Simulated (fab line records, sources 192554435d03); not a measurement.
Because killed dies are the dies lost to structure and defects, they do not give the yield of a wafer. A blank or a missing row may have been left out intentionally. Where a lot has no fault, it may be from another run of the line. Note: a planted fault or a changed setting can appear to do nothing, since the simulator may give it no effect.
Chamber matching | flow n5 finfet | 4 sister chambers for N5_MOL_CONTACT_COAG_ALD_20 on ald metal-04
The step deposits TiN, target thk 1.5 nm, pulse time 1 s, purge time 3 s. 7 wafers are shown with their chamber, then 8 later ones without.

WAFERS PAIRED WITH THEIR CHAMBERS
wafer  | chamber | heater power w (W) | precursor pulse height rel
L083.5 | 0       | 1028               | 0.997
L084.5 | 3       | 924                | 0.944
L084.6 | 2       | 843                | 0.998
L086.4 | 2       | 845                | 1.003
L086.5 | 1       | 1036               | 1.004
L086.6 | 0       | 1030               | 0.987
L087.3 | 3       | 866                | 1.007

WAFERS WITH NO CHAMBER GIVEN
wafer  | heater power w (W) | precursor pulse height rel
L087.4 | 1019               | 0.974
L087.6 | 1024               | 1.011
L088.1 | 867                | 1.022
L088.2 | 1030               | 0.988
L088.4 | 1036               | 0.958
L094.2 | 1038               | 0.977
L094.5 | 913                | 1.032
L094.6 | 843                | 1.003

EACH ONE'S CHAMBER
wafer  | from the rows above     | in truth
L087.4 | can't be placed: 0 or 1 | 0
L087.6 | can't be placed: 1 or 0 | 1
L088.1 | can't be placed: 2 or 3 | 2
L088.2 | can't be placed: 0 or 1 | 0
L088.4 | can't be placed: 0 or 1 | 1
L094.2 | can't be placed: 0 or 1 | 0
L094.5 | can't be placed: 3 or 2 | 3
L094.6 | 2                       | 2
Correct placement for 1 of the 8. Unplaceable from these rows: 7, with the true chamber sitting among the candidates in 7. Placed wrongly: 0.
How it was worked out, from the rows above alone: a wafer's distance from a chamber is the root of the sum, over the readings, of the square of ((its reading less the chamber's mean) divided by the reading's scatter). The wafer belongs to the nearest chamber; if the next one is less than 2 further off, it can't be placed. The mean given for a chamber averages the wafers shown for that chamber. The scatter is the square root of a quotient: the sum, over the shown wafers, of each reading's squared deviation from its chamber's mean, divided by wafers minus chambers.
